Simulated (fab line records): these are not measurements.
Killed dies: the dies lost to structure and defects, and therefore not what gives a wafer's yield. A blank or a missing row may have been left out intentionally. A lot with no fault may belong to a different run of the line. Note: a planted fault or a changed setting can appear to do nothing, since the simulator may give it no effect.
Matching of chambers + flow n5_finfet + rie_diel-02 running N5_SDB_ETCH_17: 4 sister chambers
The step etches SiARC in CF4, target depth 23.4 nm, time 39 s. 8 wafers are shown with their chamber, then 12 later ones without.

WAFERS PAIRED WITH THEIR CHAMBERS
| wafer  | chamber | showerhead_plenum_p_Torr (Torr) | etch_rf_on_time_s (s) |
|--------|---------|---------------------------------|-----------------------|
| L087.1 | 0       | 2.28                            | 39.8                  |
| L087.3 | 2       | 2.04                            | 39.0                  |
| L086.4 | 3       | 2.25                            | 37.5                  |
| L088.3 | 1       | 2.10                            | 39.6                  |
| L088.5 | 0       | 2.28                            | 40.0                  |
| L091.2 | 1       | 2.10                            | 39.3                  |
| L091.3 | 3       | 2.24                            | 37.9                  |
| L091.4 | 2       | 2.04                            | 38.9                  |

WAFERS WITH NO CHAMBER GIVEN
| wafer  | showerhead_plenum_p_Torr (Torr) | etch_rf_on_time_s (s) |
|--------|---------------------------------|-----------------------|
| L092.2 | 2.04                            | 39.0                  |
| L092.5 | 2.04                            | 38.8                  |
| L092.6 | 2.24                            | 37.7                  |
| L093.1 | 2.04                            | 38.6                  |
| L093.3 | 2.24                            | 37.6                  |
| L093.4 | 2.27                            | 39.8                  |
| L094.1 | 2.27                            | 39.8                  |
| L094.4 | 2.24                            | 37.5                  |
| L094.6 | 2.27                            | 40.0                  |
| L095.1 | 2.27                            | 39.7                  |
| L095.4 | 2.09                            | 39.2                  |
| L095.6 | 2.04                            | 38.6                  |

EACH ONE'S CHAMBER
| wafer  | from the rows above | in truth |
|--------|---------------------|----------|
| L092.2 | 2                   | 2        |
| L092.5 | 2                   | 2        |
| L092.6 | 3                   | 3        |
| L093.1 | 2                   | 2        |
| L093.3 | 3                   | 3        |
| L093.4 | 0                   | 0        |
| L094.1 | 0                   | 0        |
| L094.4 | 3                   | 3        |
| L094.6 | 0                   | 0        |
| L095.1 | 0                   | 0        |
| L095.4 | 1                   | 1        |
| L095.6 | 2                   | 2        |
Placed correctly: 12 of 12. From these rows, 0 cannot be placed. Placed wrongly: 0.
How it was worked out, from the rows above alone: a wafer's distance from a chamber is the root of the sum, over the readings, of the square of ((its reading less the chamber's mean) divided by the reading's scatter). The wafer belongs to the nearest chamber; if the next one is less than 2 further off, it can't be placed. For every chamber, the mean is computed from those of its wafers that are shown. The scatter: the root of (the sum of the squares of (reading less its chamber's mean) over the shown wafers, divided by (wafers less chambers)).
